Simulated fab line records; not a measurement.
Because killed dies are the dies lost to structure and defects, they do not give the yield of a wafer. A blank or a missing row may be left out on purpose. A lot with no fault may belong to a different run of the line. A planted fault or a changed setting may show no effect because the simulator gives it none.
Commonality check across tools || flow n5 finfet || 30 wafers sampled across 10 lots

## REASON FOR OPENING
At N5_FIN_CUT_INSPECT_17 the reading raw defect count is flagged on 2 of 10 lots. Wafers without a fault read 223, standard deviation 61.
Rule: a lot is flagged when every wafer of it that has a number lies more than 4 standard deviations from that mean, or none has a number. The rest of the lots are taken to be sound.

{"lot": "L283", "measured": "day 2 16:41", "on": "defect inspect-01", "raw defect count, wafer by wafer": "394 320 257", "flag": ""}
{"lot": "L284", "measured": "day 2 23:54", "on": "defect inspect-02", "raw defect count, wafer by wafer": "194 169 222", "flag": ""}
{"lot": "L287", "measured": "day 3 15:46", "on": "defect inspect-02", "raw defect count, wafer by wafer": "153 146 279", "flag": ""}
{"lot": "L289", "measured": "day 4 06:41", "on": "defect inspect-01", "raw defect count, wafer by wafer": "224 174 198", "flag": ""}
{"lot": "L290", "measured": "day 4 10:56", "on": "defect inspect-01", "raw defect count, wafer by wafer": "563 689 624", "flag": "FLAGGED"}
{"lot": "L291", "measured": "day 4 17:20", "on": "defect inspect-01", "raw defect count, wafer by wafer": "583 568 588", "flag": "FLAGGED"}
{"lot": "L300", "measured": "day 6 22:47", "on": "defect inspect-02", "raw defect count, wafer by wafer": "265 118 102", "flag": ""}
{"lot": "L301", "measured": "day 7 05:44", "on": "defect inspect-02", "raw defect count, wafer by wafer": "213 162 195", "flag": ""}
{"lot": "L302", "measured": "day 7 11:44", "on": "defect inspect-01", "raw defect count, wafer by wafer": "246 191 242", "flag": ""}
{"lot": "L304", "measured": "day 7 21:02", "on": "defect inspect-01", "raw defect count, wafer by wafer": "301 197 288", "flag": ""}
The numbers of the flagged lots are 602 on average: +380 against the usual, or +6 standard deviations.

## TOOL THAT RAN EACH LOT
The record holds 2 process steps before the reading, out of a route of 1938 steps. Every cell lists first the tool, next ch and the chambers used by the sampled wafers, and last the start.
{"lot": "L283", "flag": "", "N5_FIN_CUT_STRIP_24": "rie diel-01 ch 2,3, day 2 15:58", "N5_FIN_CUT_CUT_ETCH_26": "rie diel-01 ch 2,3, day 2 15:59"}
{"lot": "L284", "flag": "", "N5_FIN_CUT_STRIP_24": "rie diel-01 ch 0,1,2, day 2 23:17", "N5_FIN_CUT_CUT_ETCH_26": "rie diel-01 ch 0,1,2, day 2 23:19"}
{"lot": "L287", "flag": "", "N5_FIN_CUT_STRIP_24": "rie diel-03 ch 0,1,2, day 3 15:16", "N5_FIN_CUT_CUT_ETCH_26": "rie diel-03 ch 0,1,2, day 3 15:17"}
{"lot": "L289", "flag": "", "N5_FIN_CUT_STRIP_24": "rie diel-01 ch 0,1,2, day 4 05:56", "N5_FIN_CUT_CUT_ETCH_26": "rie diel-01 ch 0,1,2, day 4 05:57"}
{"lot": "L290", "flag": "FLAGGED", "N5_FIN_CUT_STRIP_24": "rie diel-01 ch 0,2, day 4 10:21", "N5_FIN_CUT_CUT_ETCH_26": "rie diel-01 ch 0,2, day 4 10:22"}
{"lot": "L291", "flag": "FLAGGED", "N5_FIN_CUT_STRIP_24": "rie diel-01 ch 0,1,3, day 4 16:50", "N5_FIN_CUT_CUT_ETCH_26": "rie diel-01 ch 0,1,3, day 4 16:51"}
{"lot": "L300", "flag": "", "N5_FIN_CUT_STRIP_24": "rie diel-06 ch 2,3, day 6 22:14", "N5_FIN_CUT_CUT_ETCH_26": "rie diel-06 ch 2,3, day 6 22:16"}
{"lot": "L301", "flag": "", "N5_FIN_CUT_STRIP_24": "rie diel-06 ch 0,1,3, day 7 05:14", "N5_FIN_CUT_CUT_ETCH_26": "rie diel-06 ch 0,1,3, day 7 05:16"}
{"lot": "L302", "flag": "", "N5_FIN_CUT_STRIP_24": "rie diel-01 ch 1,2, day 7 11:04", "N5_FIN_CUT_CUT_ETCH_26": "rie diel-01 ch 1,2, day 7 11:05"}
{"lot": "L304", "flag": "", "N5_FIN_CUT_STRIP_24": "rie diel-01 ch 0,3, day 7 20:32", "N5_FIN_CUT_CUT_ETCH_26": "rie diel-01 ch 0,3, day 7 20:34"}
What is done by these steps:
- N5_FIN_CUT_STRIP_24: strips in CF4.
- N5_FIN_CUT_CUT_ETCH_26: etches SiNx in CH3F/O2, target depth 39 nm, time 55.7 s.
- N5_FIN_CUT_INSPECT_17: inspects for defects (brightfield).

## FLAGGED OVER TOTAL, TOOL BY TOOL (the gauges that took the reading come last)
{"step": "N5_FIN_CUT_STRIP_24", "tool": "rie diel-01", "lots run": 7, "flagged": 2, "share of the flagged lots": "all", "sound lots run after its first flagged lot": "2 (L302,L304)"}
{"step": "N5_FIN_CUT_STRIP_24", "tool": "rie diel-03", "lots run": 1, "flagged": 0, "share of the flagged lots": "none", "sound lots run after its first flagged lot": "-"}
{"step": "N5_FIN_CUT_STRIP_24", "tool": "rie diel-06", "lots run": 2, "flagged": 0, "share of the flagged lots": "none", "sound lots run after its first flagged lot": "-"}
{"step": "N5_FIN_CUT_CUT_ETCH_26", "tool": "rie diel-01", "lots run": 7, "flagged": 2, "share of the flagged lots": "all", "sound lots run after its first flagged lot": "2 (L302,L304)"}
{"step": "N5_FIN_CUT_CUT_ETCH_26", "tool": "rie diel-03", "lots run": 1, "flagged": 0, "share of the flagged lots": "none", "sound lots run after its first flagged lot": "-"}
{"step": "N5_FIN_CUT_CUT_ETCH_26", "tool": "rie diel-06", "lots run": 2, "flagged": 0, "share of the flagged lots": "none", "sound lots run after its first flagged lot": "-"}
{"step": "N5_FIN_CUT_INSPECT_17", "tool": "defect inspect-01", "lots run": 6, "flagged": 2, "share of the flagged lots": "all", "sound lots run after its first flagged lot": "2 (L302,L304)"}
{"step": "N5_FIN_CUT_INSPECT_17", "tool": "defect inspect-02", "lots run": 4, "flagged": 0, "share of the flagged lots": "none", "sound lots run after its first flagged lot": "-"}

## THE TABLE: WHAT IT ALLOWS
Every flagged lot was run by 3 rows of the table: rie diel-01 at N5_FIN_CUT_STRIP_24, rie diel-01 at N5_FIN_CUT_CUT_ETCH_26 and defect inspect-01 at N5_FIN_CUT_INSPECT_17.
- rie diel-01 at N5_FIN_CUT_STRIP_24 ran 7 lots, 2 of them flagged. After the first flagged lot (L302, L304), sound lots still ran on it; a lasting fault on the whole tool would not permit that.
- rie diel-01 at N5_FIN_CUT_CUT_ETCH_26 ran 7 lots, 2 of them flagged. After the first flagged lot (L302, L304), sound lots still ran on it; a lasting fault on the whole tool would not permit that.
- defect inspect-01 at N5_FIN_CUT_INSPECT_17 ran 6 lots, 2 of them flagged. After the first flagged lot (L302, L304), sound lots still ran on it; a lasting fault on the whole tool would not permit that.
Not one row of the table ran every flagged lot while running no sound lot after the first.

## WHAT THE SIMULATOR PUT IN
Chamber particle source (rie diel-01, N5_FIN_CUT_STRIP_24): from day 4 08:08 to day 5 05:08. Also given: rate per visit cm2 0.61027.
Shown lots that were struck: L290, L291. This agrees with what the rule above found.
